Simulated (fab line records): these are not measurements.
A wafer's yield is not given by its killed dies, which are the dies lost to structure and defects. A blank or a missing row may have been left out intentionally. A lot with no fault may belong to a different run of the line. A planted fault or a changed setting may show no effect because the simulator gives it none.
Chamber matching / flow n5_finfet / N5_GATE_CUT_CMP_23 on cmp-03: 4 sister chambers
The step polishes, stops on SiO2, t overpolish 23.4 s, target thk 16 nm. 4 wafers are shown with their chamber, then 9 later ones without.

WAFERS, EACH WITH ITS CHAMBER
wafer=L089.2; chamber=2; motor_current_A (A)=8.6
wafer=L093.1; chamber=3; motor_current_A (A)=8.2
wafer=L093.5; chamber=1; motor_current_A (A)=10.2
wafer=L093.6; chamber=0; motor_current_A (A)=9.2

WAFERS WHOSE CHAMBER IS MISSING
wafer=L091.2; motor_current_A (A)=8.2
wafer=L091.4; motor_current_A (A)=8.7
wafer=L091.6; motor_current_A (A)=8.4
wafer=L094.2; motor_current_A (A)=8.4
wafer=L094.3; motor_current_A (A)=8.7
wafer=L094.6; motor_current_A (A)=9.4
wafer=L096.1; motor_current_A (A)=8.9
wafer=L096.3; motor_current_A (A)=10.5
wafer=L096.5; motor_current_A (A)=9.5

EACH ONE'S CHAMBER
wafer=L091.2; from the rows above=can't be placed: 3 or 2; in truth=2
wafer=L091.4; from the rows above=can't be placed: 2 or 0 or 3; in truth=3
wafer=L091.6; from the rows above=can't be placed: 2 or 3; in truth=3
wafer=L094.2; from the rows above=can't be placed: 2 or 3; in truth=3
wafer=L094.3; from the rows above=can't be placed: 2 or 0 or 3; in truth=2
wafer=L094.6; from the rows above=0; in truth=0
wafer=L096.1; from the rows above=can't be placed: 0 or 2 or 3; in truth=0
wafer=L096.3; from the rows above=1; in truth=1
wafer=L096.5; from the rows above=can't be placed: 0 or 1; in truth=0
Correct placement for 2 of the 9. From these rows, 7 cannot be placed; in 7 the true chamber is one of the candidates. Wrongly placed: 0.
How it was worked out, from the rows above alone: a wafer's distance from a chamber is the root of the sum, over the readings, of the square of ((its reading less the chamber's mean) divided by the reading's scatter). The wafer belongs to the nearest chamber; if the next one is less than 2 further off, it can't be placed. Each chamber's mean is taken over the wafers shown for it. The scatter: with one shown wafer a chamber, the root of the mean of the squares of how far each hidden wafer lies from its nearest shown one.
